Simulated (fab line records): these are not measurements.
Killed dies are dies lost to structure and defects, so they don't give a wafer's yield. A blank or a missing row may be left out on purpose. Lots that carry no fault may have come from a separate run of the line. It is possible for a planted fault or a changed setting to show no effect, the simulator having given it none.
Matching of chambers ; flow n5-finfet ; N5_BEOL_M10_ETCH_61 on rie-diel-02 has 4 sister chambers
The step etches SiARC in CF4, target depth 39 nm, time 65 s. 24 wafers are shown with their chamber, then 12 later ones without.

## EACH WAFER AND ITS CHAMBER
wafer;chamber;drypump-motor-current-A (A);showerhead-plenum-p-Torr (Torr);etch-rf-on-time-s (s)
L077.2;3;5.2;2.09;62.7
L077.3;0;5.9;2.21;66.6
L077.6;2;4.8;2.18;66.3
L076.4;0;5.9;2.20;66.8
L076.5;0;5.9;2.21;66.7
L076.6;1;5.7;2.03;65.2
L081.2;1;5.7;2.03;65.0
L081.3;3;5.2;2.09;62.0
L081.6;3;5.2;2.09;61.8
L082.3;1;5.7;2.03;66.2
L082.5;0;5.9;2.20;65.4
L082.6;3;5.2;2.09;62.7
L088.4;3;5.2;2.08;62.2
L088.5;2;4.8;2.17;66.7
L088.6;1;5.7;2.02;66.6
L085.1;3;5.2;2.08;62.5
L085.4;2;4.8;2.17;66.7
L085.5;1;5.7;2.02;67.0
L086.2;2;4.8;2.17;66.2
L086.3;3;5.2;2.08;62.3
L086.6;1;5.6;2.02;66.4
L087.1;3;5.2;2.08;61.5
L087.5;3;5.2;2.08;61.1
L087.6;0;5.9;2.20;64.7

SIGNATURES, as means of the wafers listed above
reading;chamber 0;chamber 1;chamber 2;chamber 3;scatter within a chamber
drypump-motor-current-A;5.900;5.683;4.800;5.200;0.0204
showerhead-plenum-p-Torr;2.2040;2.0250;2.1725;2.0844;0.00533
etch-rf-on-time-s;66.040;66.067;66.475;62.089;0.682
Rule: a wafer lies at a distance from a chamber equal to the root of the sum of squares, over the readings, of (its reading less the chamber's mean, divided by the reading's scatter). If the next closest chamber is less than 2 further off than the closest, the wafer can't be placed; otherwise it belongs to the closest. The scatter: the root of (the sum of the squares of (reading less its chamber's mean) over the shown wafers, divided by (wafers less chambers)).

## WAFERS WITHOUT THEIR CHAMBER
wafer;drypump-motor-current-A (A);showerhead-plenum-p-Torr (Torr);etch-rf-on-time-s (s)
L090.4;5.9;2.20;64.9
L090.5;4.8;2.17;66.8
L090.6;5.2;2.08;62.8
L093.2;5.2;2.08;62.1
L093.4;5.9;2.20;65.3
L093.5;4.8;2.16;66.4
L094.1;4.8;2.16;66.3
L094.4;5.6;2.27;65.7
L094.5;4.8;2.16;66.6
L097.3;5.2;2.08;62.2
L097.4;4.8;2.16;66.1
L097.5;5.2;2.08;62.8

## WHICH CHAMBER EACH WENT THROUGH
wafer;from the rows above;in truth
L090.4;0;0
L090.5;2;2
L090.6;3;3
L093.2;3;3
L093.4;0;0
L093.5;2;2
L094.1;2;2
L094.4;0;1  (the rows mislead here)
L094.5;2;2
L097.3;3;3
L097.4;2;2
L097.5;3;3
Correct placement for 11 of the 12. Left unplaced by these rows: 0. 1 placed wrongly.
